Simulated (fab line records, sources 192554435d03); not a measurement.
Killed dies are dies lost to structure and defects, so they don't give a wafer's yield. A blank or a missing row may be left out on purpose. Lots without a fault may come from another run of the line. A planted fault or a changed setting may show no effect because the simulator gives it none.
Split-lot experiment | flow n5_finfet | 7 lots, 39 wafers read, on a route of 1938 steps

THE SPLIT
At N5_BEOL_M7_TRENCH_ETCH_37 (etches SiCOH lowk in C4F6/O2, target depth 93.478 nm, time 31.2 s), the setting time_s was moved away from the recipe's 31.2 s on 9 of the 39 wafers read, by -52.4% to +48.3%. The other wafers ran this setting at the recipe's value.

FROM THE SPLIT TO THE READING: what the file shows between them, 4 steps
- N5_BEOL_M7_ETCH_41: etches SiCN in CH3F/O2, target depth 31.9 nm, time 57.8 s
- N5_BEOL_M7_STRIP_80: strips in N2/H2, time 10 s
- N5_BEOL_M7_ECD_50: material Cu, target thk 300 nm
- N5_BEOL_M7_ANNEAL_51: time 90 s

THE READING
Cu_of_BEOL_M7_ECD_50.thk_nm (the simulator's own value, which no gauge read), in nm, at N5_BEOL_M7_CMP_52 (polishes, stops on SiCOH lowk, t overpolish 6.9 s, target thk 80 nm). The file gives no usual value for it. The 30 wafers here that ran the recipe average 79.8 nm, standard deviation 1.8 nm.

wafer  | tool, chamber at the split | time_s as run, s | against the recipe | Cu_of_BEOL_M7_ECD_50.thk_nm, nm | against lot-mates on the recipe
L075.2 | rie_diel-06, 0             | 31.2             | recipe             | 80.4                            | -
L075.4 | rie_diel-06, 2             | 31.2             | recipe             | 79.6                            | -
L075.3 | rie_diel-06, 1             | 31.2             | recipe             | 78.8                            | -
L075.1 | rie_diel-06, 2             | 31.2             | recipe             | 78.6                            | -
L075.6 | rie_diel-06, 1             | 31.2             | recipe             | 78.4                            | -
L075.5 | rie_diel-06, 0             | 31.2             | recipe             | 81                              | -
L079.4 | rie_diel-05, 1             | 31.2             | recipe             | 76.8                            | -
L079.1 | rie_diel-05, 0             | 31.2             | recipe             | 80.4                            | -
L079.3 | rie_diel-05, 2             | 31.2             | recipe             | 80.8                            | -
L079.2 | rie_diel-05, 3             | 31.2             | recipe             | 81.4                            | -
L079.6 | rie_diel-05, 3             | 31.2             | recipe             | 80.2                            | -
L079.5 | rie_diel-05, 2             | 31.2             | recipe             | 79.4                            | -
L081.1 | rie_diel-02, 2             | 25.71            | -17.6%             | 65                              | -14.1
L081.3 | rie_diel-02, 0             | 31.2             | recipe             | 79.2                            | -
L081.2 | rie_diel-02, 3             | 31.2             | recipe             | 78.2                            | -
L081.4 | rie_diel-02, 1             | 25.71            | -17.6%             | 59                              | -20.1
L081.6 | rie_diel-02, 0             | 31.2             | recipe             | 80                              | -
L081.5 | rie_diel-02, 3             | 25.71            | -17.6%             | 62.2                            | -16.9
L083.2 | rie_diel-05, 3             | 31.2             | recipe             | 79                              | -
L083.1 | rie_diel-05, 0             | 31.2             | recipe             | 80.8                            | -
L083.3 | rie_diel-05, 1             | 46.27            | +48.3%             | 117.8                           | +37.7
L083.4 | rie_diel-05, 1             | 46.27            | +48.3%             | 119.6                           | +39.5
L083.6 | rie_diel-05, 3             | 46.27            | +48.3%             | 124                             | +43.9
L083.5 | rie_diel-05, 0             | 31.2             | recipe             | 80.6                            | -
L080.4 | rie_diel-02, 1             | 31.2             | recipe             | 78                              | -
L080.3 | rie_diel-02, 3             | 31.2             | recipe             | 78.2                            | -
L080.2 | rie_diel-02, 2             | 31.2             | recipe             | 78.2                            | -
L080.1 | rie_diel-02, 0             | 31.2             | recipe             | 80.8                            | -
L080.6 | rie_diel-02, 0             | 31.2             | recipe             | 82.2                            | -
L080.5 | rie_diel-02, 1             | 31.2             | recipe             | 76.4                            | -
L085.3 | rie_diel-06, 0             | 31.2             | recipe             | 81.2                            | -
L085.4 | rie_diel-06, 3             | 31.2             | recipe             | 82.4                            | -
L085.5 | rie_diel-06, 0             | 31.2             | recipe             | 82.6                            | -
L093.2 | rie_diel-02, 1             | 31.2             | recipe             | 76                              | -
L093.1 | rie_diel-02, 0             | 14.86            | -52.4%             | 31.4                            | -48.5
L093.6 | rie_diel-02, 0             | 14.86            | -52.4%             | 31.4                            | -48.5
L093.4 | rie_diel-02, 3             | 31.2             | recipe             | 80.2                            | -
L093.3 | rie_diel-02, 2             | 31.2             | recipe             | 83.6                            | -
L093.5 | rie_diel-02, 3             | 14.86            | -52.4%             | 28.4                            | -51.5

THE FIT
A straight line over all 39 wafers: Cu_of_BEOL_M7_ECD_50.thk_nm changes by +0.901 nm for each +1% of time_s; r = +0.99; the points scatter about the line by 2.2 nm.
The same after taking each lot's own level away (the mean of its wafers on the recipe; 39 wafers): +0.897 nm for each +1%; r = +0.99; scatter 2.1 nm.
On that fit, the largest move of time_s shifts the reading by 47 nm.
The lots' own levels span 78.97 to 82.07 nm, that is 1.7 times the standard deviation above.
So the lot-to-lot level changes the slope little: the two slopes agree.
Check: with one of the wafers moved furthest among these (-52.4%) left out of the fit, the line predicts -47.3 nm for it against its lot-mates. It came out at -48.5 nm against them.

THE WHOLE CHAIN: every reading that the file lists as answering this split, in the file's order
step                      | what it does                                                        | reading                                                                          | change (the file's fit)                | r (the file's)
N5_BEOL_M7_TRENCH_ETCH_37 | etches SiCOH lowk in C4F6/O2, target depth 93.478 nm, time 31.2 s   | BEOL_M7.feature_depth_nm (the simulator's own value, which no gauge read)        | +0.889 nm for each +1% of the setting  | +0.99
N5_BEOL_M7_TRENCH_ETCH_37 | etches SiCOH lowk in C4F6/O2, target depth 93.478 nm, time 31.2 s   | etch.depth_nm (the simulator's own value, which no gauge read)                   | +0.889 nm for each +1% of the setting  | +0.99
N5_BEOL_M7_TRENCH_ETCH_37 | etches SiCOH lowk in C4F6/O2, target depth 93.478 nm, time 31.2 s   | TiN_of_BEOL_M7_HM_DEP_02.thk_nm (the simulator's own value, which no gauge read) | -0.0268 nm for each +1% of the setting | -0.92
N5_BEOL_M7_CMP_52         | polishes, stops on SiCOH lowk, t overpolish 6.9 s, target thk 80 nm | Cu_of_BEOL_M7_ECD_50.thk_nm (the simulator's own value, which no gauge read)     | +0.899 nm for each +1% of the setting  | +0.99

THE FILE'S OWN FIT
Cu_of_BEOL_M7_ECD_50.thk_nm changes by +0.899 nm for each +1% of time_s, r = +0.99.
